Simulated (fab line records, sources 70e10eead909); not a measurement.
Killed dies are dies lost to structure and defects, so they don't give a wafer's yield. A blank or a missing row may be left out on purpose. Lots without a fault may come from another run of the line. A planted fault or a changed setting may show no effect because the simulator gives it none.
fab line records | flow nand_harc
record lots=5 wafers=15 last_day=24
route steps=1159 shown P_GATE@185
lots that met no fault: from a run of the same line without faults
start_h: hours from the record's first day to the start of the lot's first wafer shown | wait_h: hours since the lot's step before | " the same as in the row above | L1.1+2: a row that stands for several wafers | - no value, or no start given | * or withheld: withheld | < > ~ a bound
route shown NAME@n: a module of which the file shows steps, and the number in the route of the first | usual: mean/standard deviation of fault-free wafers | same: alike in all rows | chamber/n: place in a boat | sites: the reading at each site | _std_site: their standard deviation | _edge_site: outer sites' mean less inner sites' | radius_mm: how far each site lies from the wafer's centre | mask NAME#n: copy n | behind: the tool/chamber that last shaped the wafer | hold: why the lot was held/for how many hours/how that ended | device: the transistor (n, p or np) that didn't switch | end of line: the same wafers' tests at the end of the route | a step without rows: its recipe alone | killed: dies lost to structure and defects at the first sort, not the wafer's yield | map: a wafer's dies, x killed, . not, _ none there
set.NAME: the setting as run; set.NAME@STEP: as run at that earlier step | model.NAME: the simulator's own value behind a step, which no gauge read
lots at some steps of the route; a table a step, a row a wafer
services: from which hour (start_h, from the record's first day; less than 0 if before it) a tool's chamber was out of use, for how many hours, and why
## steps
# step NHARC_P_GATE_CD_MEAS_59
# recipe target_cd_nm=720 landing_energy_ev=500
# usual cd_nm=720.1/1.4
# columns lot.wafer tool chamber start_h wait_h cd_nm
L139.1 cd_sem-01 0 133.37 - 721.0
L139.2 " 0 " " 721.9
L139.3 " 0 " " 722.2
L140.4 cd_sem-01 0 134.03 - 722.8
L140.5 " 0 " " 721.2
L140.6 " 0 " " 721.0
L149.1 cd_sem-01 0 187.03 - 721.4
L149.3 " 0 " " 719.8
L149.5 " 0 " " 721.0
L154.4 cd_sem-01 0 212.06 - 722.6
L154.5 " 0 " " 722.8
L154.6 " 0 " " 721.7
L158.1 cd_sem-02 0 231.70 - 720.6
L158.2 " 0 " " 721.1
L158.5 " 0 " " 722.0
# step NHARC_P_GATE_HARDBAKE_60
# recipe temp_c=125 time_s=80
# step NHARC_P_GATE_DESCUM_61
# recipe time_s=3 o2_flow_sccm=200 ar_flow_sccm=0 bias_power_w=0 chemistry=O2
# usual drypump_motor_current_A=5.6/0.57 o2_flow_sccm=200.0/0.56 oes_product_au=0.997/0.007 rf_vpp_V=57.8/0.86 showerhead_plenum_p_Torr=1.90/0.056 throttle_valve_pct=11.311/0.0088
# columns lot.wafer tool chamber start_h wait_h drypump_motor_current_A o2_flow_sccm oes_product_au rf_hours_counter_h rf_vpp_V showerhead_plenum_p_Torr throttle_valve_pct
L139.2 rie_diel-01 2 133.53 - 6.3 200.3 1.007 54 57.7 1.89 11.308
L139.1 " 0 " " 6.2 199.7 0.992 57 57.7 1.99 11.318
L139.3 " 1 " " 5.1 201.2 0.998 56 58.7 2.03 11.316
L140.4 rie_diel-05 0 134.21 - 5.8 200.5 0.996 28 57.8 1.88 11.329
L140.6 " 2 " " 4.7 200.5 0.994 - 58.4 1.92 11.330
L140.5 " 3 " " 5.0 199.9 1.000 - 59.2 1.90 11.329
L149.3 rie_diel-01 1 187.20 - 5.1 199.9 0.993 17 58.0 2.02 11.292
L149.1 " 3 " " 5.7 200.1 0.995 17 56.5 1.94 11.308
L149.5 " 0 " " 6.2 198.6 0.984 - 57.6 1.98 11.298
L154.4 rie_diel-01 3 212.21 - 5.7 199.9 0.995 25 58.7 1.93 11.312
L154.5 " 3 " " 5.7 200.3 0.995 - 58.3 1.93 11.321
L154.6 " 0 " " 6.2 200.9 0.992 - 57.8 1.98 11.309
L158.1 rie_diel-05 1 231.86 - 6.1 199.8 0.988 11 57.4 1.84 11.322
L158.2 " 2 " " 4.7 199.2 1.004 12 58.3 1.91 11.313
L158.5 " 1 " " 6.0 199.8 0.994 - 56.8 1.84 11.310
# step NHARC_P_GATE_IMPLANT_62
# recipe energy_kev=20 dose_cm2=3e+15 tilt_deg=7
# step NHARC_P_GATE_STRIP_112
# recipe power_w=1500 temp_c=110 time_s=200 chemistry=N2/H2
# usual drypump_motor_current_A=5.52/0.27 heater_power_w=84/7.2
# columns lot.wafer tool chamber start_h wait_h drypump_motor_current_A heater_power_w rf_hours_counter_h
L139.1 plasma_asher-01 0 133.90 0.2 5.98 77 7
L139.2 " 1 " " 5.49 94 7
L139.3 " 0 " " 5.97 77 -
L140.4 plasma_asher-02 1 134.68 0.2 5.25 91 -
L140.5 " 0 " " 5.42 78 -
L140.6 " 1 " " 5.24 89 -
L149.1 plasma_asher-01 0 187.59 0.2 5.99 75 27
L149.3 " 0 " " 6.01 75 -
L149.5 " 0 " " 6.01 76 -
L154.4 plasma_asher-01 0 212.71 0.2 5.99 76 -
L154.5 " 1 " " 5.55 94 -
L154.6 " 0 " " 5.99 78 -
L158.1 plasma_asher-01 0 232.23 0.2 6.01 78 43
L158.2 " 1 " " 5.53 92 43
L158.5 " 1 " " 5.51 90 -
# step NHARC_P_GATE_STRIP_76
# recipe power_w=1500 temp_c=250 chemistry=O2
# usual drypump_motor_current_A=5.51/0.27 heater_power_w=316/27
# columns lot.wafer tool chamber start_h wait_h drypump_motor_current_A heater_power_w rf_hours_counter_h
L139.1 plasma_asher-01 0 134.16 0.2 6.01 289 8
L139.2 " 1 " " 5.52 344 8
L139.3 " 0 " " 5.99 293 -
L140.4 plasma_asher-02 1 134.85 0.1 5.24 343 -
L140.5 " 0 " " 5.42 281 -
L140.6 " 1 " " 5.26 339 -
L149.1 plasma_asher-01 0 187.85 0.2 6.02 284 27
L149.3 " 0 " " 6.00 291 -
L149.5 " 0 " " 6.01 283 -
L154.4 plasma_asher-01 0 212.88 0.1 6.00 292 -
L154.5 " 1 " " 5.49 351 -
L154.6 " 0 " " 5.99 285 -
L158.1 plasma_asher-01 0 232.50 0.2 5.99 289 44
L158.2 " 1 " " 5.51 339 44
L158.5 " 1 " " 5.50 359 -
# step NHARC_P_GATE_STRIP_63
# recipe time_s=900 temp_c=130 chemistry=SPM
# step NHARC_P_GATE_DEHYDRATE_83
# recipe temp_c=150 time_s=120
# step NHARC_P_GATE_HMDS_84
# recipe time_s=30
# step NHARC_P_GATE_COAT_85
# recipe spin_rpm=3000
# step NHARC_P_GATE_SOFTBAKE_86
# recipe temp_c=122 time_s=95
# step NHARC_P_GATE_EBR_87
# step NHARC_P_GATE_EXPOSE_88
# recipe na=0.6 target_cd_nm=2000 dose_mj=11.87 mask_id=P_HVN
# usual focus_offset_nm=0.2/0.54
# columns lot.wafer tool chamber start_h wait_h mask focus_offset_nm
L139.1 krf_scanner-01 0 134.80 - P_HVN#0 -0.4
L139.2 " 0 " " P_HVN#0 -1.3
L139.3 " 0 " " P_HVN#0 0.1
L140.4 krf_scanner-04 0 135.60 - P_PSD#0 -0.4
L140.5 " 0 " " P_PSD#0 -0.2
L140.6 " 0 " " P_PSD#0 0.3
L149.1 krf_scanner-03 0 188.62 - P_HVN#0 1.2
L149.3 " 0 " " P_HVN#0 0.4
L149.5 " 0 " " P_HVN#0 0.0
L154.4 krf_scanner-04 0 213.62 - P_HVN#0 1.4
L154.5 " 0 " " P_HVN#0 0.4
L154.6 " 0 " " P_HVN#0 0.6
L158.1 krf_scanner-01 0 233.26 - P_HVN#0 0.1
L158.2 " 0 " " P_HVN#0 0.1
L158.5 " 0 " " P_HVN#0 0.1
# step NHARC_P_GATE_PEB_89
# recipe peb_temp_c=118 peb_time_s=85
# step NHARC_P_GATE_DEVELOP_90
# recipe time_s=70
# step NHARC_P_GATE_CD_MEAS_91
# recipe target_cd_nm=2000 landing_energy_ev=500
# usual cd_nm=1999.8/1.2
# columns lot.wafer tool chamber start_h wait_h cd_nm
L139.1 cd_sem-01 0 134.95 - 2000.6
L139.2 " 0 " " 2000.8
L139.3 " 0 " " 2000.9
L140.4 cd_sem-01 0 135.75 - -
L140.5 " 0 " " -
L140.6 " 0 " " -
L149.1 cd_sem-02 0 188.78 - 1999.6
L149.3 " 0 " " 2000.7
L149.5 " 0 " " 1998.5
L154.4 cd_sem-02 0 213.77 - 2000.7
L154.5 " 0 " " 1997.7
L154.6 " 0 " " 1998.7
L158.1 cd_sem-03 0 233.42 - 1998.6
L158.2 " 0 " " 1998.2
L158.5 " 0 " " 1998.8
# step NHARC_P_GATE_HARDBAKE_92
# recipe temp_c=125 time_s=80
## services
# columns tool chamber start_h hours kind
rie_diel-01 2 113.48 2.2 repair
rie_diel-01 0 117.01 - clean
rie_diel-01 1 117.01 - clean
rie_diel-01 2 117.01 - clean
rie_diel-01 3 117.01 - clean
rie_diel-01 2 119.99 11.8 repair
krf_scanner-04 - 126.00 4.0 pm
rie_diel-01 - 137.85 9.0 pm
rie_diel-01 0 137.85 9.0 vent_cycle
rie_diel-01 1 137.85 9.0 vent_cycle
rie_diel-01 2 137.85 9.0 vent_cycle
rie_diel-01 3 137.85 9.0 vent_cycle
krf_scanner-03 - 145.10 0.6 repair
rie_diel-01 0 146.85 - clean
rie_diel-01 1 146.85 - clean
rie_diel-01 2 146.85 - clean
rie_diel-01 3 146.85 - clean
rie_diel-01 0 160.11 7.4 repair
rie_diel-05 - 163.60 9.0 pm
krf_scanner-03 - 168.00 4.0 pm
rie_diel-01 0 171.53 - clean
rie_diel-01 1 171.53 - clean
plasma_asher-02 - 183.00 9.0 pm
rie_diel-05 3 185.74 23.8 repair
## key
first_sign step=NHARC_P_GATE_EXPOSE_88 reading=mask direction=changed
effect step=NHARC_P_GATE_CD_MEAS_91 reading=cd_nm direction=missing
met_at NHARC_P_GATE_EXPOSE_88
struck_wafers L140.4,L140.5,L140.6
later_rows_left_out L140.4,L140.5,L140.6
sort_left_out L140.4,L140.5,L140.6
tester_left_out L140
fault kind=wrong_mask tool=any chamber=- onset_h=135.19 steps=NHARC_P_GATE_EXPOSE_88 aux_copy=P_PSD#0 scope=struck_lots_only
# tester_left_out: of these lots the tester's yield and bins aren't shown, on N5 and GAA mostly nor the transistor test; their killed dies are dies lost to structure and defects alone, not to doping, threshold or leakage, so they don't give the yield
# sort_left_out: the simulated sort isn't trusted on such a fault, so these wafers' sort isn't shown, and their yield isn't known
# later_rows_left_out: the simulator's readings of these wafers behind a module that went badly wrong aren't trusted and aren't shown, but for the sort
